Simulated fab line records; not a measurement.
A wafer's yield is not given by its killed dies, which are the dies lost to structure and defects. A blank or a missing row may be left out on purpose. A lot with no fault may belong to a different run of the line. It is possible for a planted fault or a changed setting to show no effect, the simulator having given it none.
fab line records -- flow n5Finfet
[record] lots = 5, wafers = 15, lastDay = 16
route steps=1938 shown MOL_CONTACT_COAG@607 BEOL_M0_SAQP@632 PASSIVATION@1936
lots with no fault: from the same line, run without faults
startH: hours from the record's first day to the start of the lot's first wafer shown -- waitH: hours since the lot's step before -- " the same as in the row above -- L1.1+2: one row covering several wafers at once -- - no value, or no start given -- * or withheld: withheld -- < > ~ a bound
route shown NAME@n: a module of which the file shows steps, and the number in the route of the first -- usual: average and standard deviation across the fault-free wafers -- same: alike in all rows -- chamber/n: place in a boat -- sites: each site's reading -- _std_site: standard deviation across them -- _edge_site: outer sites' mean less inner sites' -- radiusMm: how far each site lies from the wafer's centre -- mask NAME#n: copy n -- behind: the tool/chamber that last shaped the wafer -- hold: reason for holding the lot/hours on hold/outcome of the hold -- device: the n, p or np transistor that did not switch -- end of line: tests run on the same wafers once the route is complete -- a step with no rows: only its recipe -- killed: not the wafer's yield, but the dies lost to structure and defects at the first sort -- map: per-die view of a wafer (x killed, . not killed, _ where there is no die)
set.NAME: the setting that was run; set.NAME@STEP: the one run at that earlier step -- model.NAME: the simulator's own value behind a step, which no gauge read
lots seen at some steps along the route; tables by step, rows by wafer
services: the hour from which a tool's chamber was out of use, counted from the record's first day as startH (under 0 if before that day), plus the number of hours and why
[[steps]]
[step N5_MOL_CONTACT_COAG_ETCH_66]
[recipe] chemistry = CF4, target = SiARC, targetDepthA = 130, maskMaterial = CAR-EUV, timeS = 21.7, ionEnergyEv = 80, pressureMtorr = 40, sourceW = 545, biasW = 36, Ar_flow_sccm = 100, cf4FlowSccm = 100, ends = cleared
[step N5_MOL_CONTACT_COAG_ALD_133]
[recipe] material = SiO2, targetThkA = 50, tempC = 100, aldPrecursorFamily = BDEAS, aldCoReactant = O2-plasma, pulseTimeS = 1, coReactantPulseTimeS = 1, purgeTimeS = 2, coReactantPurgeTimeS = 2, aldCycles = 35, pressureTorr = 2
[step N5_MOL_CONTACT_COAG_ETCHBACK_134]
[recipe] chemistry = CHF3, target = SiO2, targetDepthA = 100, timeS = 6.7, ionEnergyEv = 200, pressureMtorr = 30, sourceW = 610, biasW = 170, Ar_flow_sccm = 200, CHF3_flow_sccm = 50
[step N5_MOL_CONTACT_COAG_ETCH_67]
[recipe] chemistry = N2/H2, target = SOC, targetDepthA = 600, overetchA = 210, maskMaterial = SiARC, tempC = 40, timeS = 101.2, ionEnergyEv = 200, pressureMtorr = 30, sourceW = 840, biasW = 150, n2FlowSccm = 200, h2FlowSccm = 200
[step N5_MOL_CONTACT_COAG_STRIP_68]
[recipe] chemistry = N2/H2, tempC = 40, n2FlowSccm = 200, h2FlowSccm = 200, rfFrequencyHz = 6e+07
[step N5_MOL_CONTACT_COAG_STRIP_69]
[recipe] chemistry = N2/H2, tempC = 40, n2FlowSccm = 200, h2FlowSccm = 200, rfFrequencyHz = 6e+07
[step N5_MOL_CONTACT_COAG_ETCHBACK_136]
[recipe] chemistry = CHF3, target = SiO2, targetDepthA = 250, timeS = 16.7, ionEnergyEv = 200, pressureMtorr = 30, sourceW = 610, biasW = 170, Ar_flow_sccm = 200, CHF3_flow_sccm = 50
[step N5_MOL_CONTACT_COAG_STRIP_120]
[recipe] chemistry = CHF3, resist = SiARC, rfFrequencyHz = 6e+07
[step N5_MOL_CONTACT_COAG_VIA_ETCH_117]
[recipe] chemistry = C4F6/O2, targetDepthA = 400, overetchA = 80, maskMaterial = SOC, target = SiO2, biasW = 455, pressureMtorr = 10, timeS = 26, sourceW = 325, Ar_flow_sccm = 300, C4F6_flow_sccm = 10, O2_flow_sccm = 10, ionEnergyEv = 575.3, ends = endPoint
[step N5_MOL_CONTACT_COAG_ETCH_124]
[recipe] chemistry = CH3F/O2, target = SiNx, targetDepthA = 65, maskMaterial = SOC, stopOn = SiOC, overEtchFrac = 0.3, ionEnergyEv = 120, pressureMtorr = 30, sourceW = 395, biasW = 73, Ar_flow_sccm = 150, CH3F_flow_sccm = 30, O2_flow_sccm = 20, ends = endPoint
[step N5_MOL_CONTACT_COAG_ETCH_48]
[recipe] chemistry = C4F6/O2, targetDepthA = 150, overetchA = 45, maskMaterial = SOC, target = SiOC, biasW = 465, pressureMtorr = 10, timeS = 17, sourceW = 335, Ar_flow_sccm = 300, C4F6_flow_sccm = 10, O2_flow_sccm = 10, ionEnergyEv = 576
[step N5_MOL_CONTACT_COAG_STRIP_72]
[recipe] chemistry = N2/H2, powerW = 450, tempC = 40, pressureMtorr = 20, rfFrequencyHz = 6e+07, overashFraction = 3, biasPowerW = 7, h2Frac = 0.5, n2FlowSccm = 200, h2FlowSccm = 200
[step N5_MOL_CONTACT_COAG_STRIP_49]
[recipe] chemistry = N2/H2, timeS = 30, powerW = 1000, tempC = 250, pressureMtorr = withheld, n2FlowSccm = 1750, h2FlowSccm = 3250
[usual] drypumpMotorCurrentA = 5.6/0.46, heaterPowerW = 356/11
lot.wafer,tool,chamber,startH,waitH,drypumpMotorCurrentA,heaterPowerW,rfHoursCounterH
L413.2,plasmaAsher-02,1,124.32,-,6.1,363,95
L413.4,plasmaAsher-02,0,124.32,-,5.3,366,-
L413.6,plasmaAsher-02,0,124.32,-,5.2,366,-
L414.3,plasmaAsher-02,1,133.45,-,6.1,359,-
L414.4,plasmaAsher-02,0,133.45,-,5.3,353,-
L414.5,plasmaAsher-02,0,133.45,-,5.3,356,-
L415.1,plasmaAsher-02,0,138.46,-,5.2,361,98
L415.5,plasmaAsher-02,0,138.46,-,5.3,367,-
L415.6,plasmaAsher-02,1,138.46,-,6.1,367,-
L416.1,plasmaAsher-02,0,151.73,-,5.3,358,100
L416.4,plasmaAsher-02,0,151.73,-,5.2,362,-
L416.6,plasmaAsher-02,1,151.73,-,6.1,358,-
L430.1,plasmaAsher-01,1,226.99,-,5.8,335,65
L430.3,plasmaAsher-01,1,226.99,-,5.8,344,-
L430.4,plasmaAsher-01,0,226.99,-,5.0,367,-
[step N5_MOL_CONTACT_COAG_PRECLEAN_138]
[recipe] chemistry = alkalineClean, tempC = 60, timeS = 60, doPpb = 50
[step N5_MOL_CONTACT_COAG_SRD_139]
[recipe] dry = ipaMarangoni, timeS = 30, tempC = 23, rinseLiquid = diw
[step N5_MOL_CONTACT_COAG_PRE_CLEAN_121]
[recipe] gas = H2/He, timeS = *, tempC = withheld
[step N5_MOL_CONTACT_COAG_CVD_140]
[recipe] material = W, targetThkA = 665, mode = selectiveFill, tempC = 300, timeS = 215
[step N5_MOL_CONTACT_COAG_PRECLEAN_127]
[recipe] chemistry = DIW, timeS = 57.5, tempC = 23
[step N5_MOL_CONTACT_COAG_SRD_128]
[recipe] dryTimeS = 32, dry = n2Spin, spinRpm = 1500
[step N5_MOL_CONTACT_COAG_CMP_52]
[recipe] stopOn = SiO2, tOverpolishS = 1.5, postCmpClean = wDiluteNh4oh, downForcePsi = 4, platenRpm = 50.289, padVelocityMS = 1.0006, targetThkNm = 66.5
[step N5_MOL_CONTACT_COAG_ANNEAL_112]
[recipe] tempC = 400, timeS = 1800, ambient = HPD2, pressureAtm = 10
[step N5_BEOL_M0_SAQP_PECVD_00]
[recipe] material = SiCN, targetThkA = 80, tempC = withheld, precursor = 3MS/NH3, pressureTorr = 3, rfW = 202, timeS = 14
[step N5_BEOL_M0_SAQP_ILD_DEP_01]
[recipe] material = SiOC, targetThkA = 454.19, tempC = 350, precursor = DEMS/O2, pressureTorr = 5, rfW = 500, timeS = 8.7
[step N5_BEOL_M0_SAQP_HM_DEP_02]
[recipe] material = TiN, targetThkA = 120, tempC = 25, chamberPressurePa = 0.49996
[step N5_BEOL_M0_SAQP_PECVD_03]
[recipe] material = SiCN, targetThkA = 120, tempC = withheld, precursor = 3MS/NH3, pressureTorr = 3, rfW = 202, timeS = 21.1
[step N5_BEOL_M0_SAQP_PECVD_96]
[recipe] material = a-Si, targetThkA = 450, tempC = 350, precursor = SiH4/He, pressureTorr = 3, rfW = 100, timeS = 45.2
[step N5_BEOL_M0_SAQP_PECVD_97]
[recipe] material = SiNx, targetThkA = 230, tempC = 350, precursor = SiH4/NH3/N2, pressureTorr = 1.5, rfW = 300, timeS = 19.9
[step N5_BEOL_M0_SAQP_PECVD_04]
[recipe] material = a-Si, targetThkA = 600, tempC = 350, precursor = SiH4/He, pressureTorr = 3, rfW = 100, timeS = 60.2
[step N5_BEOL_M0_SAQP_HM_DEP_111]
[recipe] material = SiO2, targetThkA = 120, tempC = 400, precursor = SiH4/N2O, pressureTorr = 0.75, rfW = 275, timeS = 7.2
[step N5_BEOL_M0_SAQP_COAT_81]
[recipe] resist = SOC, tempC = 250, timeS = 60, spinRpm = 1500, resistThkNm = 100
[step N5_BEOL_M0_SAQP_COAT_82]
[recipe] resist = SiARC, tempC = 220, timeS = 60, spinRpm = 1500, resistThkNm = 30
[step N5_BEOL_M0_SAQP_COAT_08]
[recipe] resist = CAR-ArF, spinRpm = 1500, resistThkNm = 90
[step N5_BEOL_M0_SAQP_EBR_10]
[recipe] solvent = PGMEA, ebrWidthMm = 1.5
[step N5_BEOL_M0_SAQP_SOFTBAKE_09]
[recipe] tempC = 110, timeS = 60, resist = CAR-ArF
[step N5_BEOL_M0_SAQP_EXPOSE_11]
[recipe] maskId = M0_CORE, na = 1.35, sourceShape = dipole, sigmaInner = 0.538, sigmaOuter = 0.738, polarization = te, targetCdNm = 42, doseMj = 55
[step N5_BEOL_M0_SAQP_PEB_12]
[recipe] pebTempC = withheld, pebTimeS = 60, resist = CAR-ArF
[step N5_BEOL_M0_SAQP_DEVELOP_13]
[recipe] developTimeS = 30, developer = TMAH, resist = CAR-ArF, devTempC = 23, rinseLiquid = diw, dry = airSpin
[step N5_PASSIVATION_PROBE_49]
[usual] defectLimitedYield = 91.0/1.5, killed_at_M0_to_M3 = 32/9.6, killed_at_M4_up = 13/4.7, killedAtContacts = 13/7.2, killedAtFrontEnd = 44/13, killedAtOther = 4/3.4, killedDies = 106/18, killedOnRim = 14/4.2, killedOpen = 70/13, killedShort = 35/8, sort_bin_5_function = 5.3/0.97, sort_bin_6_memory = 3.4/0.73, sort_bin_8_speed = 0.00/0.036, sortNPass = 1074/18, sortYieldPct = 91.0/1.5
[same] grossDies = 1180, killedAtBackSide = 0, sort_bin_4_leakage[%] = 0
lot.wafer,tool,chamber,startH,waitH,defectLimitedYield[%],killed_at_M0_to_M3,killed_at_M4_up,killedAtContacts,killedAtFrontEnd,killedAtOther,killedDies,killedOnRim,killedOpen,killedShort,sort_bin_5_function[%],sort_bin_6_memory[%],sort_bin_8_speed[%],sortNPass,sortYieldPct[%]
L414.3,prober-02,-,272.74,0.1,92.7,39,9,4,32,2,86,10,56,27,4.0,2.9,0,1094,92.7
L414.4,prober-02,-,272.79,0.2,81.4,30,12,137,39,2,220,30,68,25,11.2,4.2,0,960,81.4
L414.5,prober-02,-,272.84,0.2,80.1,41,9,131,44,10,235,31,77,32,12.2,4.7,0,945,80.1
L415.1,prober-02,-,279.56,0.0,80.3,27,10,156,37,2,232,31,65,39,12.6,4.2,0,948,80.3
L415.5,prober-02,-,279.76,0.2,82.6,25,7,137,24,12,205,26,59,28,10.0,3.9,0,975,82.6
L415.6,prober-02,-,279.81,0.3,90.2,29,9,21,50,7,116,17,69,47,5.8,3.6,0,1064,90.2
L416.1,prober-02,-,290.48,0.0,84.4,17,8,131,27,1,184,27,35,19,9.0,4.2,0,996,84.4
L416.4,prober-02,-,290.63,0.2,83.4,25,14,118,36,3,196,24,49,31,9.2,4.3,0,984,83.4
L430.1,prober-02,-,392.67,0.0,89.2,44,15,15,49,4,127,22,81,44,6.9,3.6,0,1053,89.2
L430.3,prober-02,-,392.77,0.1,90.4,31,9,10,58,5,113,19,56,56,5.3,3.7,0,1067,90.4
L430.4,prober-02,-,392.82,0.2,90.8,27,16,4,58,4,109,14,75,29,5.2,3.7,0,1071,90.8
// killed by level:class
L414.3 BEOL_M2:geometricParticle:open=10 FIN_SAQP:geometricParticle:short=8 BEOL_M0_SAQP:geometricParticle:short=7 BEOL_M0:geometricParticle:open=6 BEOL_M0_SAQP:geometricParticle:open=6 BEOL_M1:geometricParticle:open=6 DUMMY_GATE:geometricParticle:open=4 FIN_SAQP:geometricParticle:open=4
L414.4 MOL_CONTACT_COAG:unspecified=123 FIN_SAQP:geometricParticle:open=11 MOL_CONTACT_COAG:geometricParticle:open=10 BEOL_M4:geometricParticle:open=10 FIN_SAQP:geometricParticle:short=8 BEOL_M2:geometricParticle:open=7 STI_FIN_REVEAL:geometricParticle:open=6 GATE_CUT:geometricParticle:open=5
L414.5 MOL_CONTACT_COAG:unspecified=122 BEOL_M2:geometricParticle:open=16 BEOL_M0_SAQP:geometricParticle:open=11 FIN_SAQP:geometricParticle:open=10 FIN_SAQP:geometricParticle:short=9 MOL_CONTACT_COAG:geometricParticle:open=7 GATE_CUT:geometricParticle:open=5 GATE_CUT:geometricParticle:short=5
L415.1 MOL_CONTACT_COAG:unspecified=128 MOL_CONTACT_COAG:geometricParticle:open=18 FIN_SAQP:geometricParticle:open=11 MOL_CONTACT_COAG:geometricParticle:short=10 FIN_SAQP:geometricParticle:short=8 BEOL_M4:geometricParticle:open=6 STI_FIN_REVEAL:geometricParticle:open=5 BEOL_M0_SAQP:geometricParticle:short=5
L415.5 MOL_CONTACT_COAG:unspecified=118 MOL_CONTACT_COAG:geometricParticle:open=14 BEOL_M2:geometricParticle:open=8 DUMMY_GATE:geometricParticle:open=7 MOL_CONTACT_COAG:geometricParticle:short=5 FIN_SAQP:geometricParticle:open=4 BEOL_M0_SAQP:geometricParticle:open=4 BEOL_M1:geometricParticle:open=4
L415.6 MOL_CONTACT_COAG:geometricParticle:open=17 FIN_SAQP:geometricParticle:short=15 FIN_SAQP:geometricParticle:open=10 BEOL_M0_SAQP:geometricParticle:short=9 BEOL_M0_SAQP:geometricParticle:open=6 BEOL_M3:geometricParticle:open=6 STI_FIN_REVEAL:geometricParticle:open=5 DUMMY_GATE:geometricParticle:short=4
L416.1 MOL_CONTACT_COAG:unspecified=129 STI_FIN_REVEAL:geometricParticle:open=6 FIN_SAQP:geometricParticle:short=4 DUMMY_GATE:geometricParticle:open=4 BEOL_M0_SAQP:geometricParticle:short=4 BEOL_M0_SAQP:geometricParticle:open=4 GATE_CUT:geometricParticle:open=3 BEOL_M0:geometricParticle:open=3
L416.4 MOL_CONTACT_COAG:unspecified=116 BEOL_M0_SAQP:geometricParticle:short=8 STI_FIN_REVEAL:geometricParticle:open=6 GATE_CUT:geometricParticle:open=6 FIN_SAQP:geometricParticle:open=5 FIN_SAQP:geometricParticle:short=4 DUMMY_GATE:geometricParticle:open=4 GATE_CUT:geometricParticle:short=4
L430.1 STI_FIN_REVEAL:geometricParticle:open=17 BEOL_M0_SAQP:geometricParticle:short=13 BEOL_M4:geometricParticle:open=12 MOL_CONTACT_COAG:geometricParticle:open=11 BEOL_M0_SAQP:geometricParticle:open=11 BEOL_M1:geometricParticle:open=10 FIN_SAQP:geometricParticle:short=6 STARTING-WAFER:geometricParticle:short=6
L430.3 FIN_SAQP:geometricParticle:short=23 STI_FIN_REVEAL:geometricParticle:open=11 BEOL_M0_SAQP:geometricParticle:short=11 FIN_SAQP:geometricParticle:open=8 MOL_CONTACT_COAG:geometricParticle:open=7 BEOL_M0_SAQP:geometricParticle:open=6 BEOL_M4:geometricParticle:open=5 BEOL_M1:geometricParticle:open=5
L430.4 STI_FIN_REVEAL:geometricParticle:open=18 FIN_SAQP:geometricParticle:short=11 FIN_SAQP:geometricParticle:open=10 BEOL_M0_SAQP:geometricParticle:open=7 BEOL_M3:geometricParticle:open=6 BEOL_M4:geometricParticle:open=6 BEOL_M0_SAQP:geometricParticle:short=5 BEOL_M2:geometricParticle:open=5
// map L414.5 (x killed, . not)
_________________.x.x........________________
______________x.........x....x.._____________
___________......x.x.x.x.......x...__________
__________...x...x.................._________
________x..........x..x..............._______
_______.x.......x...x..............x...______
______.....x...........xx.......x......._____
_____........x.x.........x...x...........____
____.............x...x...x................___
___........x.......xx........x....x........__
___.............x....x.....................__
__...........x...x..........x..............x_
__....................x...........x........._
_.....x.....................................x
_x......x.xx..................x...x.x......x.
_....xx............x...x...........x.........
_.............x...............x...........x.x
_............x..x.x....x...........x.........
_........x................x.......x.xxxxx..x.
_.............x.....x.........xxx.xxxxxxxxx..
_....xx.x...............x....xxxxxxxxxxxxx...
__.......x...........x....x...xxxxxxxxxxxxxx_
__.x...x.............x........xxxxxxxxxxxxxx_
___...........x......x........xxxxxxxxxxxxx__
___..x..xx......x..x......x.x.xxxxxxxxxxxxx__
____........................x.xxxxxxxxxxx.___
_____.....x.....x............xxxxxxxxxxxx____
______...................x......xxxxxxxx_____
_______...x.....x....x....x..x..xxxxxxx______
________............x......x...x..x.x._______
__________.x............x.x........._________
___________..xx....................__________
______________x..x.............._____________
_________________............________________
// map L415.1 (x killed, . not)
_________________....x.......________________
______________....xx...x........_____________
___________...x...x..........x....x__________
__________....x..x..x..x............_________
________x.......xx.x......x..........._______
_______.................x............x.______
______..x....x..................x......._____
_____xx...x..............................____
____.....x......x..............x..........___
___.............................x.x.......x__
___........x............x..x.x......x...x..__
__.................xx....x...x.......x......_
__.x.....x................x.......x........x_
_.x........................x..x..............
_.......x..............x.................x...
_............x......x..............x.........
_.....xx.........................x...........
_........x.......x.....x.......x..xxxx.......
_x..............................xx.xxx.xx.x..
_...........x........x..........xxxxxxx.xxxx.
_..x....xx..................x..xxxxxxxxxxxx.x
__......x......x..............xxxxxxxxxxxxxx_
__.x...x.......x............xxxxxxxxxxxxxxx._
___.............x..........x.xxxxxxxxxxxxxx__
___............x....x.........xxxxxxxxxxxxx__
____.........x...............xxxxxxxxxxxxx___
_____.......x.......x.......x.xxxxxxxxxxx____
______x........xx...x.........x.xxxxxxxx_____
_______....x...x...........x..x.x..xxxx______
________.........................x...x_______
__________..x...xx.................x_________
___________.......x.x.x............__________
______________.x................_____________
_________________.......x....________________
[[services]]
tool,chamber,startH,hours,kind
plasmaAsher-01,-,121.47,0.7,repair
plasmaAsher-01,-,129.22,2.8,pm
[[key]]
[firstSign] step = N5_PASSIVATION_PROBE_49, reading = killedAtContacts, direction = up, sigmas = 17, usual = 13, struck = 135
[effect] step = N5_PASSIVATION_PROBE_49, reading = killedDies, direction = up, sigmas = 5.9, usual = 106, struck = 212
[moreKillsBornAt] N5_MOL_CONTACT_COAG_STRIP_49@plasmaAsher-02 = 736
metAt N5_MOL_CONTACT_COAG_STRIP_49
struckWafers L414.4,L414.5,L415.1,L415.5,L416.1,L416.4
onsetBetween 124.32 133.45
[fault] kind = chamberParticleSource, tool = plasmaAsher-02, chamber = 0, onsetH = 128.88, steps = N5_MOL_CONTACT_COAG_STRIP_49, ratePerVisitCm2 = 1.1287, endH = 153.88
